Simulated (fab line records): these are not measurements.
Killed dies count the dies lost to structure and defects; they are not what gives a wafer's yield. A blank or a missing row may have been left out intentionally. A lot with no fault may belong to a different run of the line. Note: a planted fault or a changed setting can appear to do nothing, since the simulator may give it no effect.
Chamber matching + flow n5 finfet + N5_SD_EPI_P_ETCH_36 on rie diel-04: 4 sister chambers
The step etches SiARC in CF4, target depth 45.5 nm, time 75.8 s. 4 wafers are shown with their chamber, then 10 later ones without.

== WAFERS, EACH WITH ITS CHAMBER ==
| wafer  | chamber | drypump motor current A (A) |
|--------|---------|-----------------------------|
| L086.6 | 3       | 6.0                         |
| L088.1 | 0       | 6.3                         |
| L089.4 | 1       | 6.2                         |
| L089.5 | 2       | 5.5                         |

== WAFERS WHOSE CHAMBER IS MISSING ==
| wafer  | drypump motor current A (A) |
|--------|-----------------------------|
| L089.6 | 6.3                         |
| L090.1 | 5.5                         |
| L090.2 | 6.2                         |
| L090.3 | 6.4                         |
| L091.1 | 6.2                         |
| L091.3 | 5.5                         |
| L091.6 | 6.3                         |
| L095.2 | 6.0                         |
| L095.4 | 6.2                         |
| L095.5 | 6.4                         |

== WHICH CHAMBER EACH ONE RAN IN ==
| wafer  | from the rows above | in truth |
|--------|---------------------|----------|
| L089.6 | 0                   | 0        |
| L090.1 | 2                   | 2        |
| L090.2 | 1                   | 1        |
| L090.3 | 0                   | 0        |
| L091.1 | 1                   | 1        |
| L091.3 | 2                   | 2        |
| L091.6 | 0                   | 0        |
| L095.2 | 3                   | 3        |
| L095.4 | 1                   | 1        |
| L095.5 | 0                   | 0        |
Correct placement for 10 of the 10. Left unplaced by these rows: 0. Number placed wrongly: 0.
How it was worked out, from the rows above alone: a wafer's distance from a chamber is the root of the sum, over the readings, of the square of ((its reading less the chamber's mean) divided by the reading's scatter). The wafer belongs to the nearest chamber; if the next one is less than 2 further off, it can't be placed. The mean given for a chamber averages the wafers shown for that chamber. The scatter (one wafer shown for each chamber): square how far every hidden wafer sits from the nearest shown wafer, average those squares and take the square root.
